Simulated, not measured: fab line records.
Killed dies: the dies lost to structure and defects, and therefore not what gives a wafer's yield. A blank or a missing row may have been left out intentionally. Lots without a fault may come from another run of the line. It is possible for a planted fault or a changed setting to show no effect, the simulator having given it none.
Code-filled problem report in 8D (eight disciplines) form :: flow nand_harc :: the parts of the form that need people (team, actions taken, sign-off) are left out

## 1. PROBLEM STATEMENT
Mean of killed_dies at NHARC_END_SORT_01: 677 across 2 wafers in 2 lots; on wafers with no fault it is 57 (standard deviation 17). Measured from the usual mean, that is +36 standard deviations.
First seen on wafer L183.1, day 29 00:37, on prober-01. The record has a number at this step for 6 wafers belonging to 2 lots. By rule, "out" or "out of limits" means more than 4 standard deviations away from the usual mean. The other wafers with a number count as sound.

## 2. WHAT IT IS; WHAT IT IS NOT
question: which readings at this step
is: killed_dies, killed_at_array
is not: killed_at_other, killed_open, killed_short

question: which lots
is: L183, L185
is not: -

question: which wafers of those lots
is: L183.1, L185.6
is not: L183.2, L183.6, L185.1, L185.4

question: read on which gauges
is: prober-01
is not: -

question: when
is: from day 29 00:37
is not: up to then (0 sound wafers); but 4 sound wafers of L183, L185 came after

## 3. SUSPECTS, AND WHAT RULES EACH OUT
Counting: any tool at a process step up to the reading remains a suspect provided it ran every lot that is out. Sound lots after the first of them don't rule it out here, since some wafers of a struck lot are sound.
- the gauge at NHARC_END_SORT_01: kept. All the wafers that are out were read on prober-01, and no step on other tools shows them out.
- pecvd-02 at NHARC_A_CHANNEL_HOLE_D2_DEP_01 (deposits SiON, target thk 140 nm): kept. It ran every lot that is out, first L183 (day 17 15:22).
- In pecvd-02 at NHARC_A_CHANNEL_HOLE_D2_DEP_01, the wafers that are out were processed in chamber 0 and their sound lot-mates in chambers 1, 2.
What counting leaves: pecvd-02 at NHARC_A_CHANNEL_HOLE_D2_DEP_01 and prober-01 at NHARC_END_SORT_01.

## 4. THE CAUSE (what the simulator had put in)
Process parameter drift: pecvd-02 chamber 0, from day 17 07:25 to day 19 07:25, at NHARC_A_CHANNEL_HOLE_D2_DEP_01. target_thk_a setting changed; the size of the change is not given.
2 suspects survive the count, and this tool is in that group.

## 5. THE EFFECT CHAIN, in route order
One row per reading whose mean, taken over the struck wafers that have a number, lies over 3 standard deviations from the usual. Readings are gone through only where the record gives a usual standard deviation; hours: the median, over the lots, of the time from a lot's start at the first step in this table giving one to that lot's start at this step; sigmas: the change measured in usual standard deviations.
hours: 0
step: NHARC_END_SORT_01
reading: killed_at_array
usual: 52
on struck wafers: 668
change: +616
sigmas: +34

hours: 0
step: NHARC_END_SORT_01
reading: killed_dies
usual: 57
on struck wafers: 677
change: +620
sigmas: +36

## 6. WHAT WOULD HAVE CAUGHT IT SOONER
Counted from the fault's start at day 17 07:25, it took 281 hours until the first out-of-limits reading at a measuring or inspecting step in this record, taken at day 29 00:37.
Tool readings at NHARC_A_CHANNEL_HOLE_D2_DEP_01 with a usual standard deviation given in the record: none out on any struck wafer, hence no alarm at a limit of 4 standard deviations on them.
The start of NHARC_A_CHANNEL_HOLE_D2_DEP_01 on pecvd-02 came by day 29 00:37 for every one of the lots that are out (2). Holding the tool at that point would not have protected any of them.
